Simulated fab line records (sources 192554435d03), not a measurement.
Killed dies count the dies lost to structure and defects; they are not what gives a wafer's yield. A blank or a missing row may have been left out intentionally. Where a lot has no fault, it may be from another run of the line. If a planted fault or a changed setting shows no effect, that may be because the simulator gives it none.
Chamber matching ; flow n5Finfet ; N5_BEOL_M11_STRIP_19 on rieDiel-01: 4 sister chambers
The step strips in O2. 22 wafers are shown with their chamber, then 11 later ones without.

## WAFERS PAIRED WITH THEIR CHAMBERS
wafer;chamber;drypumpMotorCurrentA (A);showerheadPlenumPTorr (Torr);throttleValvePct (%)
L074.1;3;6.0;2.12;16.59
L074.4;0;5.5;2.04;16.38
L074.6;1;5.4;2.06;16.33
L080.1;3;6.0;2.12;16.59
L080.3;1;5.4;2.05;16.36
L080.5;2;5.2;2.06;16.48
L077.2;1;5.4;2.05;16.37
L077.4;2;5.3;2.06;16.47
L077.6;1;5.4;2.05;16.36
L082.2;3;6.0;2.12;16.59
L082.3;0;5.5;2.03;16.39
L082.4;1;5.4;2.05;16.36
L087.2;0;5.5;2.03;16.43
L087.5;1;5.4;2.05;16.39
L087.6;2;5.2;2.05;16.50
L091.2;2;5.2;2.05;16.52
L091.3;1;5.4;2.04;16.38
L091.5;3;6.0;2.11;16.62
L090.3;2;5.3;2.05;16.53
L090.4;1;5.4;2.04;16.38
L090.6;0;5.5;2.03;16.40
L094.2;3;6.0;2.11;16.62

SIGNATURES, as means of the wafers listed above
reading;chamber 0;chamber 1;chamber 2;chamber 3;scatter within a chamber
drypumpMotorCurrentA;5.500;5.400;5.240;6.000;0.0258
showerheadPlenumPTorr;2.0325;2.0488;2.0540;2.1160;0.00579
throttleValvePct;16.4000;16.3663;16.5000;16.6020;0.0204
Rule: a wafer lies at a distance from a chamber equal to the root of the sum of squares, over the readings, of (its reading less the chamber's mean, divided by the reading's scatter). The wafer belongs to the nearest chamber; if the next one is less than 2 further off, it can't be placed. The scatter: take each reading less its chamber's mean, square it, sum over the shown wafers, divide by the number of wafers less the number of chambers, and take the root.

## WAFERS WITHOUT THEIR CHAMBER
wafer;drypumpMotorCurrentA (A);showerheadPlenumPTorr (Torr);throttleValvePct (%)
L094.3;5.4;2.04;16.40
L094.6;5.2;2.05;16.54
L095.2;5.5;2.02;16.45
L095.5;5.3;2.05;16.54
L095.6;5.4;2.04;16.39
L096.1;5.4;2.04;16.39
L096.2;5.5;2.02;16.46
L096.3;5.2;2.05;16.54
L096.4;6.0;2.11;16.66
L096.5;5.4;2.04;16.41
L096.6;5.5;2.02;16.46

## WHICH CHAMBER EACH WENT THROUGH
wafer;from the rows above;in truth
L094.3;can't be placed: 1 or 0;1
L094.6;2;2
L095.2;0;0
L095.5;2;2
L095.6;1;1
L096.1;1;1
L096.2;0;0
L096.3;2;2
L096.4;3;3
L096.5;can't be placed: 1 or 0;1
L096.6;0;0
Correctly placed: 9 of 11. These rows do not allow placing 2 (true chamber among the candidates in 2). Placed wrongly: 0.
